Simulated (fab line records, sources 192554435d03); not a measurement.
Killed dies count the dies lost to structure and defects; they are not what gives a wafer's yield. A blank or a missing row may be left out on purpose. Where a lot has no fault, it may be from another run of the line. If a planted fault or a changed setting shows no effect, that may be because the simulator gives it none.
Which of the tools did it? ; flow n5Finfet ; Sampling: 11 lots, 32 wafers, 5 of 1938 route steps

WHAT EACH GAUGE READ, for each wafer
The record lacks any reading of a measuring or inspecting step that a usual standard deviation could be used to judge.

WHAT TOOL EACH LOT RAN ON (gives the tool, then ch and the chambers of the sampled wafers, and finally the start)
lot;N5_BEOL_M6_PECVD_70;N5_BEOL_M6_SURFACE_TREAT_79;N5_BEOL_M6_ANNEAL_51;N5_BEOL_M6_CMP_52;N5_BEOL_M7_ILD_DEP_00
L984;pecvd-03 ch 0,1,2, day 8 07:52;pvdSputter-01, day 8 14:07;rtpAnneal-02 ch 0, day 8 14:56;cmp-04 ch 0,2, day 8 15:17;pecvd-01 ch 0,2, day 8 15:44
L987;pecvd-04 ch 0,1,2, day 9 00:23;pvdSputter-03, day 9 11:07;rtpAnneal-02 ch 0, day 9 11:35;cmp-02 ch 0,1,3, day 9 11:57;pecvd-02 ch 0,1, day 9 12:22
L985;pecvd-02 ch 1,2, day 9 15:19;pvdSputter-02, day 9 22:55;rtpAnneal-02 ch 0, day 9 23:31;cmp-03 ch 0,2, day 9 23:46;pecvd-01 ch 0,1, day 10 00:16
L992;pecvd-03 ch 0,1,2, day 10 23:27;pvdSputter-02, day 11 05:08;rtpAnneal-01 ch 0, day 11 06:35;cmp-03 ch 0,1,3, day 11 06:58;pecvd-04 ch 1,2, day 11 07:23
L991;pecvd-04 ch 0,1, day 11 01:44;pvdSputter-03, day 11 10:21;rtpAnneal-02 ch 0, day 11 11:01;cmp-02 ch 2,3, day 11 11:20;pecvd-04 ch 0,1, day 11 11:47
L993;pecvd-04 ch 0,1, day 11 06:26;pvdSputter-03, day 11 11:38;rtpAnneal-01 ch 0, day 11 12:29;cmp-04 ch 0,2, day 11 12:47;pecvd-04 ch 0,1, day 11 13:14
L995;pecvd-04 ch 0,1, day 12 02:03;pvdSputter-01, day 12 09:47;rtpAnneal-02 ch 0, day 12 10:24;cmp-03 ch 2,3, day 12 10:40;pecvd-02 ch 0,2, day 12 11:02
L102;pecvd-03 ch 0,1,2, day 13 16:24;pvdSputter-01, day 13 21:31;rtpAnneal-01 ch 0, day 13 21:59;cmp-04 ch 2,3, day 13 22:14;pecvd-01 ch 0,1,2, day 13 22:43
L103;pecvd-02 ch 0,2, day 13 22:16;pvdSputter-03, day 14 04:49;rtpAnneal-01 ch 0, day 14 05:22;cmp-02 ch 0,1,3, day 14 05:37;pecvd-01 ch 0,1, day 14 06:07
L105;pecvd-03 ch 0,1, day 14 19:33;pvdSputter-03, day 15 04:10;rtpAnneal-01 ch 0, day 15 04:44;cmp-04 ch 0,1, day 15 05:00;pecvd-04 ch 1,2, day 15 05:29
L104;pecvd-02 ch 0,2, day 14 23:35;pvdSputter-02, day 15 06:07;rtpAnneal-02 ch 0, day 15 06:51;cmp-03 ch 1,2,3, day 15 07:23;pecvd-04 ch 1,2, day 15 07:46
- N5_BEOL_M6_PECVD_70: deposits SiO2 from TEOS/O2, target thk 20 nm, time 22.7 s.
- N5_BEOL_M6_SURFACE_TREAT_79
- N5_BEOL_M6_ANNEAL_51: time 90 s.
- N5_BEOL_M6_CMP_52: polishes, stops on SiCOH lowk, t overpolish 6.9 s, target thk 80 nm.
- N5_BEOL_M7_ILD_DEP_00: deposits SiCOH lowk from DEMS/porogen, target thk 179.75 nm, time 33.4 s.

WHAT THE TOOLS THEMSELVES READ (means of the sampled wafers that have a number; where no wafer has one, the mark that the record gives instead)
N5_BEOL_M6_PECVD_70.
lot;tool;heaterPowerW (W);showerheadPlenumPTorr (Torr);throttleValvePct (%)
L984;pecvd-03;705;8.83;21.8
L987;pecvd-04;619;8.75;21.8
L985;pecvd-02;693;8.74;21.2
L992;pecvd-03;674;8.80;21.9
L991;pecvd-04;597;8.69;22.0
L993;pecvd-04;696;8.72;22.8
L995;pecvd-04;642;8.71;22.2
L102;pecvd-03;658;8.80;21.9
L103;pecvd-02;705;8.76;21.7
L105;pecvd-03;676;8.78;22.6
L104;pecvd-02;665;8.75;21.4

N5_BEOL_M6_ANNEAL_51.
lot;tool;wafer_temp_C_max
L984;rtpAnneal-02;225.78
L987;rtpAnneal-02;225.70
L985;rtpAnneal-02;225.74
L992;rtpAnneal-01;226.22
L991;rtpAnneal-02;225.73
L993;rtpAnneal-01;226.21
L995;rtpAnneal-02;225.59
L102;rtpAnneal-01;226.16
L103;rtpAnneal-01;226.03
L105;rtpAnneal-01;225.94
L104;rtpAnneal-02;225.53

N5_BEOL_M6_CMP_52.
lot;tool;barrierFieldEndpointS (s);motorCurrentA (A);overpolishRunS (s)
L984;cmp-04;29.8;6.9;6.897
L987;cmp-02;29.5;6.5;6.891
L985;cmp-03;27.9;6.1;6.891
L992;cmp-03;29.0;5.7;6.899
L991;cmp-02;29.5;6.0;6.908
L993;cmp-04;29.3;6.7;6.893
L995;cmp-03;35.0;5.5;6.583
L102;cmp-04;29.0;7.0;6.905
L103;cmp-02;28.9;6.6;6.910
L105;cmp-04;29.4;6.5;6.895
L104;cmp-03;28.9;5.9;6.904

N5_BEOL_M7_ILD_DEP_00.
lot;tool;heaterPowerW (W);showerheadPlenumPTorr (Torr);throttleValvePct (%)
L984;pecvd-01;312;5.744;14.3
L987;pecvd-02;282;5.726;13.3
L985;pecvd-01;321;5.737;14.5
L992;pecvd-04;328;5.743;14.1
L991;pecvd-04;261;5.716;13.5
L993;pecvd-04;270;5.729;14.1
L995;pecvd-02;282;5.742;13.1
L102;pecvd-01;315;5.747;14.5
L103;pecvd-01;311;5.744;14.8
L105;pecvd-04;285;5.737;13.6
L104;pecvd-04;300;5.727;14.2

THE ANSWER, worked out from the rows above alone
Rule: usual is defined by the lots themselves. The widest of any qualifying gaps counts: lots, ordered by their means at a reading, are off when they make up no more than a third of the lots, leave a main group of 4 or more, and stand apart from it by 3 or more times the standard deviation of that group's means. A main group is skipped when, at the precision printed for the reading in the tables above, its means are all equal. Also off: a lot with no number at a reading for which 4 or more lots have one. Any other lot the step has rows for is counted as sound. The gauges are gone through in route order, then the tools' own readings, and for those a lot's mean is taken as printed above. The first step at which some lot is off is used, and at that step the reading that is off furthest; a lot without a number counts as furthest.
Off: L995 (N5_BEOL_M6_CMP_52, overpolishRunS). The main group has a mean of 6.899 s with a standard deviation of 0.0067.
If a tool, at that step or one of the process steps before it, ran each lot that is off and ran no sound lot following the first of them, it fits. One candidate fits, namely pecvd-04 at N5_BEOL_M6_PECVD_70. A fault onset in the window from L993 (day 11 06:26, its last sound lot) to L995 (day 12 02:03, its first lot off) fits.

WHAT THE SIMULATOR HAD PUT IN
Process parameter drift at N5_BEOL_M6_PECVD_70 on pecvd-04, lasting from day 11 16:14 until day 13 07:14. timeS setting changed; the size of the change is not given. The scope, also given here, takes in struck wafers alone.
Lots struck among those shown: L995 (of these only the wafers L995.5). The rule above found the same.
